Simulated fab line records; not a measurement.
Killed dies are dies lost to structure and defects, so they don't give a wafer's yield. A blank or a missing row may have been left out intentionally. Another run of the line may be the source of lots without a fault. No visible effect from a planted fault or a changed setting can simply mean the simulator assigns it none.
A struck lot beside a sound one    flow nand-harc    14 out of 1159 route steps
Sound: these wafers, L776.1, L776.3, L776.4. Struck: wafer L784.5 (L784.4, L784.6, from the same lot, were not struck and are left out); the cause is given at the end.
Per side, at each step with rows, come the tool, then ch with its chambers, and then its first start. Under that, the readings that differ: sound wafers    struck wafers    difference of the means    sigmas: that difference in standard deviations of wafers without a fault.
alike: readings whose means differ by less than 2 such deviations, and words and numbers that are the same on both sides. not compared: withheld readings, readings that some wafer has no value for, bounds like >300 that may hide the same value, and numbers for which the record gives no deviation and whose values overlap.
A row with sigmas, a row that says differs or no value, or rows on one side alone: a step with any of these is where the two part. Numbers that don't overlap but have no deviation are shown without sigmas and don't part them. A reading missing from all wafers of one side parts the sides only when that side holds two or more wafers.

NHARC_A_SOURCE_PLATE_THK_MEAS_06: measures by ellipsometry.
  sound on film-metro-01, day 7 20:09; struck on film-metro-01, day 9 07:47
  alike: thk-nm
NHARC_A_SOURCE_PLATE_INSPECT_08:
  sound on defect-inspect-02, day 7 20:13; struck on defect-inspect-02, day 9 07:51
  alike: raw-defect-count
then NHARC_A_ONON_D1_DEP_00 (target thk 1000 nm), 1 step lacking rows for these wafers.
NHARC_A_ONON_D1_THK_MEAS_02: measures by ellipsometry.
  sound on film-metro-02, day 7 20:48; struck on film-metro-01, day 9 08:25
  alike: thk-nm
then NHARC_A_ONON_D1_DEP_03 (target thk 1000 nm), 1 step lacking rows for these wafers.
NHARC_A_ONON_D1_THK_MEAS_05: measures by ellipsometry.
  sound on film-metro-02, day 7 21:22; struck on film-metro-01, day 9 08:59
  alike: thk-nm
then NHARC_A_ONON_D1_DEP_06 (target thk 1000 nm), 1 step lacking rows for these wafers.
NHARC_A_ONON_D1_THK_MEAS_08: measures by ellipsometry.
  sound on film-metro-02, day 7 21:56; struck on film-metro-02, day 9 09:33
reading      sound           struck  difference  sigmas
thk-nm (nm)  1018 1018 1020  988     -31         -3
then NHARC_A_ONON_D1_DEP_09 (target thk 1000 nm), 1 step lacking rows for these wafers.
NHARC_A_ONON_D1_THK_MEAS_11: measures by ellipsometry.
  sound on film-metro-02, day 7 22:30; struck on film-metro-01, day 9 10:07
  alike: thk-nm
NHARC_A_ONON_D1_DEP_12: target thk 1000 nm.
  sound on pecvd-onon-03 ch 0, day 7 22:33; struck on pecvd-onon-04 ch 0, day 9 10:21
NHARC_A_ONON_D1_THK_MEAS_14: measures by ellipsometry.
  sound on film-metro-02, day 7 23:04; struck on film-metro-01, day 9 10:41
reading      sound           struck  difference  sigmas
thk-nm (nm)  1000 1001 1001  828     -173        -17
then, 1 step without rows for these wafers: NHARC_A_ONON_D1_ANNEAL_15 (time 3600 s).
-- the record jumps here: 12 days lie between the struck wafers' starts before and after (it left off in module A_ONON_D1 and takes up again in module END, whose first step shown is number 1159 of the route) --
NHARC_END_SORT_01:
  here the record holds rows for the struck wafers (prober-02 ch 0, day 21 17:12) but none for the sound ones

WHERE THEY PART
At NHARC_A_ONON_D1_THK_MEAS_08 first; at NHARC_END_SORT_01 last (within this record only).

WHY: what the simulator had put in
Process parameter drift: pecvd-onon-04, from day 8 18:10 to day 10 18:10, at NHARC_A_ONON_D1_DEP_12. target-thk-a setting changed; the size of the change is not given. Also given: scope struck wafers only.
